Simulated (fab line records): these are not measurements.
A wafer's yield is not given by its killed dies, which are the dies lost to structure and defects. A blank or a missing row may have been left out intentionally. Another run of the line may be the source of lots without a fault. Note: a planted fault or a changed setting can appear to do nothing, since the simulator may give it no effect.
Chamber matching -- flow n5Finfet -- N5_BEOL_M10_ETCH_65 on rieDiel-06 has 4 sister chambers
The step etches SiARC in CF4, target depth 39 nm, time 65 s. 4 wafers are shown with their chamber, then 12 later ones without.

== WAFERS, EACH WITH ITS CHAMBER ==
wafer,chamber,drypumpMotorCurrentA (A)
L083.5,1,5.8
L084.2,0,5.8
L085.4,3,6.0
L085.5,2,4.9

== WAFERS WITHOUT THEIR CHAMBER ==
wafer,drypumpMotorCurrentA (A)
L091.2,5.8
L091.4,6.0
L091.6,5.8
L093.1,6.0
L093.5,6.0
L093.6,5.8
L092.4,5.8
L092.5,4.9
L092.6,6.0
L096.1,5.9
L096.3,4.9
L096.5,5.8

== WHICH CHAMBER EACH WENT THROUGH ==
wafer,from the rows above,in truth
L091.2,can't be placed: 0 or 1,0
L091.4,3,3
L091.6,can't be placed: 0 or 1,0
L093.1,3,3
L093.5,3,3
L093.6,can't be placed: 0 or 1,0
L092.4,can't be placed: 0 or 1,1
L092.5,2,2
L092.6,3,3
L096.1,can't be placed: 3 or 0 or 1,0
L096.3,2,2
L096.5,can't be placed: 0 or 1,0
Placed correctly: 6 of 12. Unplaceable from these rows: 6, with the true chamber sitting among the candidates in 6. Placed wrongly: 0.
How it was worked out, from the rows above alone: a wafer's distance from a chamber is the root of the sum, over the readings, of the square of ((its reading less the chamber's mean) divided by the reading's scatter). If the next closest chamber is less than 2 further off than the closest, the wafer can't be placed; otherwise it belongs to the closest. The mean given for a chamber averages the wafers shown for that chamber. The scatter (one wafer shown for each chamber): square how far every hidden wafer sits from the nearest shown wafer, average those squares and take the square root.
